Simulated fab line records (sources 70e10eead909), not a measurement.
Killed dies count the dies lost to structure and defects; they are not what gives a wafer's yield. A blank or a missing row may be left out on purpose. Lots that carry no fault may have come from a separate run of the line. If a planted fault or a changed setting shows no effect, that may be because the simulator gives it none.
Matching of chambers :: flow nandHarc :: NHARC_A_WL_FILL_ETCHBACK_26 on rieSi-02 has 4 sister chambers
The step etches the open film in HBr, target depth 52 nm, time 13.3 s. 8 wafers are shown with their chamber, then 9 later ones without.

## EACH WAFER AND ITS CHAMBER
wafer: L080.6
chamber: 0
drypumpMotorCurrentA (A): 6.3
oesProductAu (a.u.): 0.995

wafer: L085.4
chamber: 1
drypumpMotorCurrentA (A): 5.7
oesProductAu (a.u.): 0.987

wafer: L086.1
chamber: 0
drypumpMotorCurrentA (A): 6.3
oesProductAu (a.u.): 0.995

wafer: L086.4
chamber: 3
drypumpMotorCurrentA (A): 6.0
oesProductAu (a.u.): 0.998

wafer: L086.6
chamber: 2
drypumpMotorCurrentA (A): 6.2
oesProductAu (a.u.): 1.002

wafer: L093.1
chamber: 2
drypumpMotorCurrentA (A): 6.2
oesProductAu (a.u.): 0.997

wafer: L093.2
chamber: 1
drypumpMotorCurrentA (A): 5.7
oesProductAu (a.u.): 0.989

wafer: L093.6
chamber: 3
drypumpMotorCurrentA (A): 5.9
oesProductAu (a.u.): 1.002

## WAFERS WHOSE CHAMBER IS MISSING
wafer: L089.1
drypumpMotorCurrentA (A): 6.2
oesProductAu (a.u.): 0.996

wafer: L089.2
drypumpMotorCurrentA (A): 5.7
oesProductAu (a.u.): 0.985

wafer: L089.5
drypumpMotorCurrentA (A): 5.7
oesProductAu (a.u.): 0.989

wafer: L096.2
drypumpMotorCurrentA (A): 6.2
oesProductAu (a.u.): 1.003

wafer: L096.4
drypumpMotorCurrentA (A): 6.0
oesProductAu (a.u.): 0.996

wafer: L096.5
drypumpMotorCurrentA (A): 6.2
oesProductAu (a.u.): 1.006

wafer: L097.2
drypumpMotorCurrentA (A): 6.3
oesProductAu (a.u.): 0.975

wafer: L097.4
drypumpMotorCurrentA (A): 5.7
oesProductAu (a.u.): 0.995

wafer: L097.6
drypumpMotorCurrentA (A): 5.7
oesProductAu (a.u.): 0.994

## THE CHAMBER EACH PASSED THROUGH
wafer: L089.1
from the rows above: can't be placed: 2 or 0
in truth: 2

wafer: L089.2
from the rows above: 1
in truth: 1

wafer: L089.5
from the rows above: 1
in truth: 1

wafer: L096.2
from the rows above: 2
in truth: 2

wafer: L096.4
from the rows above: 3
in truth: 3

wafer: L096.5
from the rows above: 2
in truth: 2

wafer: L097.2
from the rows above: 0
in truth: 0

wafer: L097.4
from the rows above: 1
in truth: 1

wafer: L097.6
from the rows above: 1
in truth: 1
Placed correctly: 8 of 9. These rows do not allow placing 1 (true chamber among the candidates in 1). Number placed wrongly: 0.
How it was worked out, from the rows above alone: a wafer's distance from a chamber is the root of the sum, over the readings, of the square of ((its reading less the chamber's mean) divided by the reading's scatter). The wafer belongs to the nearest chamber; if the next one is less than 2 further off, it can't be placed. The mean given for a chamber averages the wafers shown for that chamber. The scatter: take each reading less its chamber's mean, square it, sum over the shown wafers, divide by the number of wafers less the number of chambers, and take the root.
